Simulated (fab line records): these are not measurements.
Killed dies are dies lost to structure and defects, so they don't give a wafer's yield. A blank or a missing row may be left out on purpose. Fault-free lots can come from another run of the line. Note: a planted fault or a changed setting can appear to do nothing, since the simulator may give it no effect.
Matching of chambers | flow n5Finfet | N5_MOL_CONTACT_COAG_ETCH_89 on rieDiel-04 has 4 sister chambers
The step etches underlayer in N2/H2, target depth 13 nm, time 10.4 s. 18 wafers are shown with their chamber, then 9 later ones without.

## WAFERS, EACH WITH ITS CHAMBER
wafer  | chamber | showerheadPlenumPTorr (Torr) | throttleValvePct (%) | drypumpMotorCurrentA (A)
L078.3 | 2       | 2.62                         | 17.68                | 5.7
L078.4 | 3       | 2.64                         | 17.55                | 5.7
L078.5 | 0       | 2.41                         | 17.65                | 6.6
L081.2 | 1       | 2.55                         | 18.14                | 5.7
L081.3 | 3       | 2.63                         | 17.56                | 5.7
L081.4 | 0       | 2.41                         | 17.69                | 6.6
L084.2 | 0       | 2.41                         | 17.69                | 6.6
L084.3 | 2       | 2.61                         | 17.69                | 5.8
L084.6 | 2       | 2.61                         | 17.69                | 5.7
L088.1 | 0       | 2.40                         | 17.70                | 6.7
L088.4 | 3       | 2.63                         | 17.59                | 5.6
L088.6 | 0       | 2.40                         | 17.70                | 6.7
L090.2 | 3       | 2.62                         | 17.62                | 5.7
L090.3 | 1       | 2.55                         | 18.18                | 5.7
L090.5 | 3       | 2.62                         | 17.61                | 5.6
L091.1 | 0       | 2.40                         | 17.73                | 6.6
L091.3 | 3       | 2.62                         | 17.60                | 5.7
L091.6 | 0       | 2.40                         | 17.72                | 6.6

SIGNATURES (averages over the wafers above)
reading               | chamber 0 | chamber 1 | chamber 2 | chamber 3 | scatter within a chamber
showerheadPlenumPTorr | 2.4043    | 2.5500    | 2.6133    | 2.6267    | 0.00639
throttleValvePct      | 17.6971   | 18.1600   | 17.6867   | 17.5883   | 0.0249
drypumpMotorCurrentA  | 6.629     | 5.700     | 5.733     | 5.667     | 0.0495
Rule: distance of a wafer from a chamber = root of the sum over the readings of ((wafer's reading minus chamber's mean) / reading's scatter) squared. If the next closest chamber is less than 2 further off than the closest, the wafer can't be placed; otherwise it belongs to the closest. The scatter is the square root of a quotient: the sum, over the shown wafers, of each reading's squared deviation from its chamber's mean, divided by wafers minus chambers.

## WAFERS WHOSE CHAMBER IS MISSING
wafer  | showerheadPlenumPTorr (Torr) | throttleValvePct (%) | drypumpMotorCurrentA (A)
L092.3 | 2.40                         | 17.72                | 6.6
L092.5 | 2.54                         | 18.18                | 5.7
L092.6 | 2.40                         | 17.71                | 6.6
L093.2 | 2.62                         | 17.63                | 5.7
L093.4 | 2.40                         | 17.72                | 6.6
L093.6 | 2.54                         | 18.19                | 5.8
L097.2 | 2.54                         | 18.16                | 5.7
L097.3 | 2.62                         | 17.62                | 5.7
L097.5 | 2.54                         | 18.19                | 5.7

## EACH ONE'S CHAMBER
wafer  | from the rows above     | in truth
L092.3 | 0                       | 0
L092.5 | 1                       | 1
L092.6 | 0                       | 0
L093.2 | can't be placed: 3 or 2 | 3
L093.4 | 0                       | 0
L093.6 | 1                       | 1
L097.2 | 1                       | 1
L097.3 | can't be placed: 3 or 2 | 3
L097.5 | 1                       | 1
Correctly placed: 7 of 9. From these rows, 2 cannot be placed; in 2 the true chamber is one of the candidates. Number placed wrongly: 0.
